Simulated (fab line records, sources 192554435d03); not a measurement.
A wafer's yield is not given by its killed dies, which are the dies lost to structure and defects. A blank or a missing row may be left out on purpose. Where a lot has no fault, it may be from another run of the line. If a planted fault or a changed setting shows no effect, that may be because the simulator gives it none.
Chamber matching + flow n5-finfet + N5_FIN_SAQP_HM_DEP_72 on pecvd-03: 3 sister chambers
The step deposits SiO2 from SiH4/N2O, target thk 12 nm, time 7.2 s. 3 wafers are shown with their chamber, then 9 later ones without.

EACH WAFER AND ITS CHAMBER
| wafer  | chamber | showerhead-plenum-p-Torr (Torr) |
|--------|---------|---------------------------------|
| L087.3 | 2       | 7.87                            |
| L087.4 | 1       | 8.23                            |
| L087.6 | 0       | 8.41                            |

WAFERS WITHOUT THEIR CHAMBER
| wafer  | showerhead-plenum-p-Torr (Torr) |
|--------|---------------------------------|
| L091.1 | 7.90                            |
| L091.2 | 8.42                            |
| L091.3 | 8.25                            |
| L093.2 | 8.23                            |
| L093.5 | 8.23                            |
| L093.6 | 8.40                            |
| L096.2 | 8.24                            |
| L096.4 | 8.25                            |
| L096.6 | 8.40                            |

WHICH CHAMBER EACH WENT THROUGH
| wafer  | from the rows above | in truth |
|--------|---------------------|----------|
| L091.1 | 2                   | 2        |
| L091.2 | 0                   | 0        |
| L091.3 | 1                   | 1        |
| L093.2 | 1                   | 1        |
| L093.5 | 1                   | 1        |
| L093.6 | 0                   | 0        |
| L096.2 | 1                   | 1        |
| L096.4 | 1                   | 1        |
| L096.6 | 0                   | 0        |
Correctly placed: 9 of 9. Not placeable from these rows: 0. Placed wrongly: 0.
How it was worked out, from the rows above alone: a wafer's distance from a chamber is the root of the sum, over the readings, of the square of ((its reading less the chamber's mean) divided by the reading's scatter). If the next closest chamber is less than 2 further off than the closest, the wafer can't be placed; otherwise it belongs to the closest. A chamber's mean is the mean of its shown wafers. The scatter: root of mean squared gap, hidden wafer to nearest shown wafer, with one shown wafer a chamber.
